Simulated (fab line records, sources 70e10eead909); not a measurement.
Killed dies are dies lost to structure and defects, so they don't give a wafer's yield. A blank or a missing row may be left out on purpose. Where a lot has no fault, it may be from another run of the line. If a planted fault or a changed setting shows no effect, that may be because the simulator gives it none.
Chamber matching | flow nand harc | NHARC_A_SLIT_ETCH_29 on rie diel-10 has 4 sister chambers
The step etches the open film in CF4/O2, target depth 100 nm, overetch 10 nm, time 55 s. 8 wafers are shown with their chamber, then 7 later ones without.

== WAFERS, EACH WITH ITS CHAMBER ==
wafer  | chamber | drypump motor current A (A) | oes product au (a.u.)
L367.1 | 3       | 5.5                         | 1.030
L368.3 | 3       | 5.5                         | 1.020
L368.4 | 0       | 6.1                         | 1.010
L373.1 | 1       | 5.7                         | 0.985
L373.3 | 0       | 6.0                         | 0.994
L373.6 | 2       | 6.0                         | 0.971
L384.1 | 1       | 5.6                         | 0.994
L384.2 | 2       | 6.0                         | 0.987

== WAFERS WITH NO CHAMBER GIVEN ==
wafer  | drypump motor current A (A) | oes product au (a.u.)
L384.4 | 6.0                         | 0.993
L382.4 | 5.5                         | 1.012
L382.5 | 6.0                         | 0.979
L382.6 | 5.6                         | 0.996
L385.3 | 5.7                         | 0.988
L385.5 | 6.0                         | 0.977
L385.6 | 5.7                         | 0.994

== CHAMBER TAKEN BY EACH ==
wafer  | from the rows above     | in truth
L384.4 | can't be placed: 0 or 2 | 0
L382.4 | 3                       | 3
L382.5 | 2                       | 2
L382.6 | 1                       | 1
L385.3 | 1                       | 1
L385.5 | 2                       | 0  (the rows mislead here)
L385.6 | 1                       | 1
Placed correctly: 5 of 7. Unplaceable from these rows: 1, with the true chamber sitting among the candidates in 1. 1 placed wrongly.
How it was worked out, from the rows above alone: a wafer's distance from a chamber is the root of the sum, over the readings, of the square of ((its reading less the chamber's mean) divided by the reading's scatter). If the next closest chamber is less than 2 further off than the closest, the wafer can't be placed; otherwise it belongs to the closest. For every chamber, the mean is computed from those of its wafers that are shown. How the scatter is found: for the shown wafers, subtract from each reading the mean of its chamber, square and add these, divide the total by (wafers less chambers), then take the root.
